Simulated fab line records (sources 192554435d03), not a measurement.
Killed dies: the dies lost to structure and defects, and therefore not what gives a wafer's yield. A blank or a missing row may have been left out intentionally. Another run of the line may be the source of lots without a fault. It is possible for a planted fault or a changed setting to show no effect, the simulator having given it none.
fab line records | flow n5Finfet
record: lots: 9 wafers: 26 lastDay: 17
route steps=1938 shown SD_EPI_N@277 SD_EPI_P@305 SD_ACTIVATION@334 PASSIVATION@1936
lots that met no fault: from a run of the same line without faults
startH: start of the lot's first displayed wafer, in hours after the record's first day | waitH: how many hours have passed since the lot's step before this one | " unchanged from the row above | L1.1+2: several wafers, shown together as one row | - value missing, or start not given | * or withheld: withheld | < > ~ a bound
route shown NAME@n: names a module that has steps shown in the file, with the first one's number in the route | usual: average and standard deviation across the fault-free wafers | same: alike in all rows | chamber/n: place in a boat | sites: per-site readings | _std_site: standard deviation across them | _edge_site: inner sites' mean taken away from outer sites' mean | radiusMm: how far each site lies from the wafer's centre | mask NAME#n: copy n | behind: the tool/chamber that last shaped the wafer | hold: cause of the lot's hold/its duration in hours/its outcome | device: the transistor (n, p or np) that didn't switch | end of line: the tests these same wafers got at the end of their route | a step given without rows: its recipe and nothing more | killed: count of dies lost to structure and defects at first sort (not the wafer's yield) | map: per-die view of a wafer (x killed, . not killed, _ where there is no die)
set.NAME: the setting that was run; set.NAME@STEP: the one run at that earlier step | model.NAME: the simulator's own value behind a step, which no gauge read
route steps across a sampled set of lots; one table per step, one row per wafer
services: the hour from which a tool's chamber was out of use, counted from the record's first day as startH (under 0 if before that day), plus the number of hours and why
== steps ==
step: N5_SD_EPI_N_ETCHBACK_44
recipe: chemistry: CH3F/O2 mode: anisotropicEtchback target: SiNx targetDepthA: 145 stopOn: SiO2 overEtchFrac: 0.3 ionEnergyEv: 120 pressureMtorr: 30 sourceW: 395 biasW: 73 Ar_flow_sccm: 150 CH3F_flow_sccm: 30 O2_flow_sccm: 20
usual: drypumpMotorCurrentA: 5.4/0.4 oes_o_777_au: 0.76/0.055 oesProductAu: 0.64/0.044 rfVppV: 297/6.4 showerheadPlenumPTorr: 2.04/0.045 throttleValvePct: 16.33/0.12
columns lot.wafer tool chamber startH waitH drypumpMotorCurrentA oes_o_777_au oesProductAu rfHoursCounterH rfVppV showerheadPlenumPTorr throttleValvePct
L451.2 rieDiel-01 2 55.08 0.0 4.8 0.76 0.64 152 302 2.01 16.40
L451.3 " 0 " " 5.6 0.73 0.61 188 287 2.09 16.24
L451.4 " 3 " " 5.2 0.74 0.65 173 299 2.00 16.25
L456.1 rieDiel-06 0 92.52 0.0 5.2 0.81 0.68 98 303 2.10 16.49
L456.3 " 2 " " 4.9 0.75 0.64 141 301 2.10 16.14
L456.4 " 2 " " 4.9 0.76 0.65 - 302 2.10 16.17
L457.2 rieDiel-06 2 111.58 0.0 4.9 0.75 0.64 150 301 2.10 16.18
L457.4 " 0 " " 5.2 0.80 0.67 - 304 2.10 16.53
L457.6 " 1 " " 5.6 0.73 0.62 - 305 2.07 16.26
L458.1 rieDiel-01 3 113.23 0.0 5.2 0.73 0.63 191 298 1.99 16.28
L458.4 " 2 " " 4.8 0.74 0.63 169 302 2.00 16.43
L458.6 " 1 " " 6.1 0.84 0.70 - 289 2.02 16.17
L462.5 rieDiel-01 2 121.56 0.1 4.8 0.74 0.64 - 301 2.00 16.42
L462.6 " 1 " " 6.1 0.83 0.70 - 289 2.02 16.19
L463.4 rieDiel-02 3 129.46 0.0 5.8 0.77 0.66 117 294 2.01 16.41
L463.5 " 1 " " 5.7 0.72 0.62 - 300 2.07 16.48
L463.6 " 2 " " 5.4 0.75 0.62 - 303 2.07 16.46
L468.1 rieDiel-02 3 158.40 0.0 5.8 0.76 0.64 129 295 2.00 16.44
L468.3 " 0 " " 5.2 0.91 0.80 23 295 2.12 16.23
L468.6 " 2 " " 5.4 0.75 0.61 - 302 2.07 16.47
L470.1 rieDiel-01 0 174.20 0.0 5.6 0.70 0.59 231 287 2.07 16.30
L470.2 " 2 " " 4.8 0.73 0.62 192 301 1.99 16.48
L470.5 " 2 " " 4.8 0.73 0.62 - 301 1.99 16.48
L471.3 rieDiel-01 2 178.28 0.0 4.8 0.72 0.62 193 301 1.99 16.47
L471.5 " 3 " " 5.2 0.71 0.62 - 300 1.99 16.33
L471.6 " 0 " " 5.6 0.71 0.59 - 286 2.07 16.34
step: N5_SD_EPI_N_SD_RECESS_17
recipe: chemistry: HBr/Cl2/O2 targetDepthA: 410 maskMaterial: SOC timeS: 23.7 btTimeS: 3 pressureMtorr: 10 icpW: 800 biasW: 112 HBr_flow_sccm: 150 Cl2_flow_sccm: 80 O2_flow_sccm: 12
usual: drypumpMotorCurrentA: 5.5/0.45 heBacksideLeakSccm: 2.8/0.36 oes_o_777_au: 0.998/0.016 oesProductAu: 0.998/0.018 throttleValvePct: 37.08/0.25
same: btTimeS: 3
columns lot.wafer tool chamber startH waitH drypumpMotorCurrentA heBacksideLeakSccm oes_o_777_au oesProductAu rfHoursCounterH throttleValvePct
L451.2 rieSi-04 3 55.35 0.0 5.1 2.4 0.984 0.982 59 37.27
L451.3 " 1 " " 5.1 3.0 0.991 0.972 103 36.80
L451.4 " 2 " " 5.6 3.3 1.006 1.029 31 37.37
L456.1 rieSi-01 1 92.79 0.0 4.9 2.8 0.995 1.006 80 37.04
L456.3 " 2 " " 4.9 2.3 1.010 1.018 2 36.97
L456.4 " 3 " " 5.7 3.0 1.026 1.015 3 37.27
L457.2 rieSi-01 3 111.85 0.0 5.7 3.0 1.022 1.014 3 37.29
L457.4 " 2 " " 4.9 2.4 1.017 1.014 - 36.99
L457.6 " 1 " " 5.0 2.9 0.996 0.999 - 37.05
L458.1 rieSi-01 2 113.50 0.0 4.9 2.3 1.017 1.023 2 36.98
L458.4 " 3 " " 5.7 2.9 1.025 1.015 - 37.29
L458.6 " 1 " " 5.0 2.8 0.995 1.016 - 37.04
L462.5 rieSi-04 1 121.82 0.1 5.1 3.0 0.995 0.976 - 36.79
L462.6 " 2 " " 5.6 3.1 1.006 1.024 - 37.38
L463.4 rieSi-04 3 129.73 0.0 5.1 2.7 0.984 0.984 61 37.30
L463.5 " 3 " " 5.1 2.8 0.973 0.987 - 37.29
L463.6 " 0 " " 5.7 3.1 0.989 0.997 - 36.79
L468.1 rieSi-06 1 158.67 0.0 6.2 2.6 0.964 0.980 47 37.07
L468.3 " 2 " " 6.2 3.3 0.994 1.001 31 36.73
L468.6 " 3 " " 5.8 2.5 1.002 0.990 - 37.30
L470.1 rieSi-06 0 174.47 0.0 5.8 2.3 1.024 1.015 45 37.38
L470.2 " 1 " " 6.2 2.6 0.974 0.982 48 37.06
L470.5 " 3 " " 5.8 2.4 1.006 0.998 - 37.29
L471.3 rieSi-04 0 178.55 0.0 5.7 3.0 0.991 0.986 186 36.78
L471.5 " 1 " " 5.1 3.0 1.000 0.969 - 36.81
L471.6 " 0 " " 5.7 3.2 0.998 0.980 - 36.78
step: N5_SD_EPI_N_VAPOR_ETCH_50
recipe: chemistry: HCl target: Si tempC: 775 timeS: 54 pressureTorr: 20 mode: isotropic
usual: throttleValvePct: 11.93/0.25
columns lot.wafer tool chamber startH waitH throttleValvePct
L451.2 epiRpcvd-03 0 56.19 0.3 12.17
L451.3 " 0 " " 12.13
L451.4 " 0 " " 11.95
L456.1 epiRpcvd-03 0 93.60 0.3 12.19
L456.3 " 0 " " 12.27
L456.4 " 0 " " 12.10
L457.2 epiRpcvd-03 0 112.71 0.3 12.01
L457.4 " 0 " " 12.08
L457.6 " 0 " " 12.34
L458.1 epiRpcvd-03 0 114.90 0.3 12.22
L458.4 " 0 " " 12.29
L458.6 " 0 " " 12.37
L462.5 epiRpcvd-03 0 122.73 0.2 12.21
L462.6 " 0 " " 12.20
L463.4 epiRpcvd-04 0 130.86 0.2 12.35
L463.5 " 0 " " 12.15
L463.6 " 0 " " 12.09
L468.1 epiRpcvd-04 0 159.49 0.3 12.11
L468.3 " 0 " " 11.84
L468.6 " 0 " " 12.26
L470.1 epiRpcvd-01 0 175.50 0.3 11.52
L470.2 " 0 " " 11.66
L470.5 " 0 " " 11.60
L471.3 epiRpcvd-04 0 179.79 0.3 12.09
L471.5 " 0 " " 11.87
L471.6 " 0 " " 11.97
step: N5_SD_EPI_N_EPI_MEAS_23
recipe: mode: xrd
usual: thkNm: 59.4/1.2
columns lot.wafer tool chamber startH waitH thkNm
L451.2 filmMetro-02 - 58.07 1.2 59.5
L451.3 " - " " 58.0
L451.4 " - " " 57.5
L456.1 filmMetro-01 - 95.49 1.4 61.5
L456.3 " - " " 60.5
L456.4 " - " " 59.9
L457.2 filmMetro-01 - 114.57 1.2 59.7
L457.4 " - " " 58.0
L457.6 " - " " 58.1
L458.1 filmMetro-01 - 116.81 1.5 59.0
L458.4 " - " " 58.5
L458.6 " - " " 57.0
L462.5 filmMetro-01 - 124.51 0.3 59.0
L462.6 " - " " 59.9
L463.4 filmMetro-01 - 132.68 0.6 58.7
L463.5 " - " " 59.2
L463.6 " - " " 59.4
L468.1 filmMetro-01 - 161.39 1.4 60.5
L468.3 " - " " 59.8
L468.6 " - " " 61.8
L470.1 filmMetro-01 - 178.04 1.9 58.1
L470.2 " - " " 59.3
L470.5 " - " " 60.0
L471.3 filmMetro-01 - 182.23 1.2 60.6
L471.5 " - " " 61.6
L471.6 " - " " 59.2
step: N5_SD_EPI_N_INSPECT_26
recipe: inspectInstrument: darkfield mode: postEpi
usual: rawDefectCount: 219/43
columns lot.wafer tool chamber startH waitH rawDefectCount
L451.2 defectInspect-02 - 58.62 0.1 216
L451.3 " - " " 270
L451.4 " - " " 190
L456.1 defectInspect-02 - 96.21 0.1 231
L456.3 " - " " 229
L456.4 " - " " 252
L457.2 defectInspect-02 - 115.29 0.1 177
L457.4 " - " " 219
L457.6 " - " " 283
L458.1 defectInspect-02 - 117.40 0.1 625
L458.4 " - " " 668
L458.6 " - " " 680
L462.5 defectInspect-02 - 125.78 0.0 650
L462.6 " - " " 689
L463.4 defectInspect-01 - 133.24 0.2 253
L463.5 " - " " 222
L463.6 " - " " 193
L468.1 defectInspect-01 - 162.31 0.1 286
L468.3 " - " " 337
L468.6 " - " " 206
L470.1 defectInspect-02 - 178.59 0.1 165
L470.2 " - " " 138
L470.5 " - " " 206
L471.3 defectInspect-01 - 182.78 0.1 209
L471.5 " - " " 252
L471.6 " - " " 181
step: N5_SD_EPI_P_INSPECT_11
recipe: mode: adi inspectInstrument: macro
usual: rawDefectCount: 2.1/1.4
columns lot.wafer tool chamber startH waitH rawDefectCount
L451.2 defectInspect-02 - 58.95 0.0 5
L451.3 " - " " 2
L451.4 " - " " 2
L456.1 defectInspect-02 - 96.53 0.0 1
L456.3 " - " " 2
L456.4 " - " " 2
L457.2 defectInspect-02 - 115.74 0.0 2
L457.4 " - " " 5
L457.6 " - " " 1
L458.1 defectInspect-01 - 117.85 0.0 >300
L458.4 " - " " >300
L458.6 " - " " >300
L462.5 defectInspect-01 - 126.23 0.0 >300
L462.6 " - " " >300
L463.4 defectInspect-01 - 133.57 0.0 3
L463.5 " - " " 3
L463.6 " - " " 2
L468.1 defectInspect-01 - 162.64 0.0 2
L468.3 " - " " 1
L468.6 " - " " 2
L470.1 defectInspect-02 - 178.92 0.0 2
L470.2 " - " " 1
L470.5 " - " " 0
L471.3 defectInspect-01 - 183.24 0.0 1
L471.5 " - " " 0
L471.6 " - " " 2
step: N5_SD_EPI_P_INSPECT_26
recipe: inspectInstrument: darkfield mode: postEpi
usual: rawDefectCount: 188/39
columns lot.wafer tool chamber startH waitH rawDefectCount
L451.2 defectInspect-02 - 70.41 0.1 217
L451.3 " - " " 232
L451.4 " - " " 152
L456.1 defectInspect-01 - 100.75 0.0 173
L456.3 " - " " 183
L456.4 " - " " 241
L457.2 defectInspect-02 - 119.62 0.0 129
L457.4 " - " " 185
L457.6 " - " " 222
L458.1 defectInspect-01 - 122.63 0.0 626
L458.4 " - " " 702
L458.6 " - " " 673
L462.5 defectInspect-01 - 129.99 0.0 610
L462.6 " - " " 645
L463.4 defectInspect-01 - 137.70 0.0 206
L463.5 " - " " 186
L463.6 " - " " 154
L468.1 defectInspect-02 - 166.41 0.0 203
L468.3 " - " " 299
L468.6 " - " " 178
L470.1 defectInspect-02 - 183.65 0.0 149
L470.2 " - " " 133
L470.5 " - " " 174
L471.3 defectInspect-01 - 187.17 0.0 175
L471.5 " - " " 182
L471.6 " - " " 175
step: N5_SD_ACTIVATION_INSPECT_02
recipe: inspectInstrument: darkfield mode: postAnneal
usual: rawDefectCount: 188/40
columns lot.wafer tool chamber startH waitH rawDefectCount
L451.2 defectInspect-02 - 74.00 0.1 228
L451.3 " - " " 225
L451.4 " - " " 154
L456.1 defectInspect-01 - 101.71 0.2 173
L456.3 " - " " 191
L456.4 " - " " 253
L457.2 defectInspect-01 - 120.37 0.1 135
L457.4 " - " " 192
L457.6 " - " " 237
L458.1 defectInspect-01 - 123.50 0.2 617
L458.4 " - " " 706
L458.6 " - " " 654
L462.5 defectInspect-02 - 130.74 0.1 593
L462.6 " - " " 650
L463.4 defectInspect-02 - 138.62 0.1 212
L463.5 " - " " 193
L463.6 " - " " 150
L468.1 defectInspect-02 - 167.17 0.2 218
L468.3 " - " " 288
L468.6 " - " " 166
L470.1 defectInspect-02 - 184.59 0.2 143
L470.2 " - " " 134
L470.5 " - " " 179
L471.3 defectInspect-01 - 187.92 0.1 170
L471.5 " - " " 178
L471.6 " - " " 160
step: N5_PASSIVATION_PROBE_49
usual: defectLimitedYield: 91.3/1.5 killed_at_M0_to_M3: 34/10 killed_at_M4_up: 13/4.9 killedAtContacts: 13/6.1 killedAtFrontEnd: 39/13 killedAtOther: 4.1/2.7 killedDies: 103/18 killedOpen: 68/13 killedShort: 32/7.6 sort_bin_5_function: 5.2/1 sort_bin_6_memory: 3.2/0.75 sortNPass: 1077/18 sortYieldPct: 91.3/1.5
same: grossDies: 1180 killedAtBackSide: 0 sort_bin_4_leakage[%]: 0 sort_bin_8_speed[%]: 0
columns lot.wafer tool chamber startH waitH defectLimitedYield[%] killed_at_M0_to_M3 killed_at_M4_up killedAtContacts killedAtFrontEnd killedAtOther killedDies killedOpen killedShort sort_bin_5_function[%] sort_bin_6_memory[%] sortNPass sortYieldPct[%]
L458.1 prober-01 - 353.49 0.0 84.2 29 9 8 137 3 186 49 25 11.0 3.4 994 84.2
L458.6 prober-01 - 353.74 0.3 83.5 34 8 12 137 4 195 59 29 10.6 3.9 985 83.5
L462.5 prober-01 - 360.79 0.9 80.2 46 8 32 146 2 234 86 36 13.4 4.5 946 80.2
killed by level:class
L458.1 SD_EPI_N:unspecified=110 MOL_CONTACT_COAG:geometricParticle:open=7 BEOL_M2:geometricParticle:open=7 BEOL_M3:geometricParticle:open=7 STI_FIN_REVEAL:geometricParticle:open=6 DUMMY_GATE:geometricParticle:open=5 FIN_SAQP:geometricParticle:short=4 STI_FIN_REVEAL:geometricParticle:short=4
L458.6 SD_EPI_N:unspecified=104 MOL_CONTACT_COAG:geometricParticle:open=10 BEOL_M0_SAQP:geometricParticle:short=9 FIN_SAQP:geometricParticle:open=8 STI_FIN_REVEAL:geometricParticle:open=8 BEOL_M0_SAQP:geometricParticle:open=8 BEOL_M2:geometricParticle:open=6 DUMMY_GATE:geometricParticle:open=5
L462.5 SD_EPI_N:unspecified=111 MOL_CONTACT_COAG:geometricParticle:open=26 FIN_SAQP:geometricParticle:open=10 BEOL_M0_SAQP:geometricParticle:short=10 STI_FIN_REVEAL:geometricParticle:open=8 BEOL_M3:geometricParticle:open=8 FIN_SAQP:geometricParticle:short=6 MOL_CONTACT_COAG:geometricParticle:short=6
== services ==
columns tool chamber startH hours kind
rieDiel-02 - 38.00 14.6 pm
rieDiel-01 - 39.39 0.6 repair
epiRpcvd-03 - 39.83 0.7 repair
rieDiel-06 - 58.20 0.8 repair
rieSi-06 - 59.42 0.6 repair
rieSi-04 - 65.56 0.1 repair
rieDiel-01 1 81.67 5.2 repair
rieDiel-02 0 81.85 - clean
rieDiel-02 0 81.85 - consumableReplace:focusRing
rieDiel-02 0 81.85 - consumableReplace:showerhead
rieDiel-02 0 81.85 16.1 scheduledDown
rieDiel-02 0 81.85 16.1 ventCycle
rieDiel-02 2 82.00 6.6 repair
rieDiel-01 - 85.27 0.6 repair
rieDiel-06 3 86.01 8.5 repair
rieDiel-02 1 87.60 7.7 repair
rieDiel-02 1 101.25 2.7 repair
rieSi-01 0 101.29 23.3 repair
rieDiel-06 3 105.77 - clean
rieDiel-06 3 105.77 - consumableReplace:focusRing
rieDiel-06 3 105.77 17.6 scheduledDown
rieDiel-06 - 127.99 14.6 pm
rieSi-01 - 158.07 2.8 pm
rieSi-06 - 178.60 0.3 repair
== key ==
firstSign: step: N5_SD_EPI_N_INSPECT_26 reading: rawDefectCount direction: up sigmas: 10 usual: 219 struck: 662
effect: step: N5_SD_EPI_P_INSPECT_11 reading: rawDefectCount direction: up sigmas: 99+ usual: 2.1 struck: >300
effect: step: N5_SD_EPI_P_INSPECT_26 reading: rawDefectCount direction: up sigmas: 12 usual: 188 struck: 651
effect: step: N5_SD_ACTIVATION_INSPECT_02 reading: rawDefectCount direction: up sigmas: 11 usual: 188 struck: 644
effect: step: N5_PASSIVATION_PROBE_49 reading: killedAtFrontEnd direction: up sigmas: 8 usual: 39 struck: 140
moreKillsBornAt: N5_SD_EPI_N_VAPOR_ETCH_50@epiRpcvd-03: 325
metAt N5_SD_EPI_N_VAPOR_ETCH_50
struckLots L458,L462
rowsEnd L458.4,L462.6
notActingAt N5_SD_EPI_N_ETCHBACK_44,N5_SD_EPI_N_SD_RECESS_17,N5_SD_EPI_N_EPI_MEAS_23
onsetBetween 112.71 114.90
fault: kind: chamberParticleSource tool: epiRpcvd-03 chamber: - onsetH: 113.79 steps: N5_SD_EPI_N_VAPOR_ETCH_50 ratePerVisitCm2: 0.72133
rowsEnd: these wafers met a further fault down the route, and their rows from its step on are left out
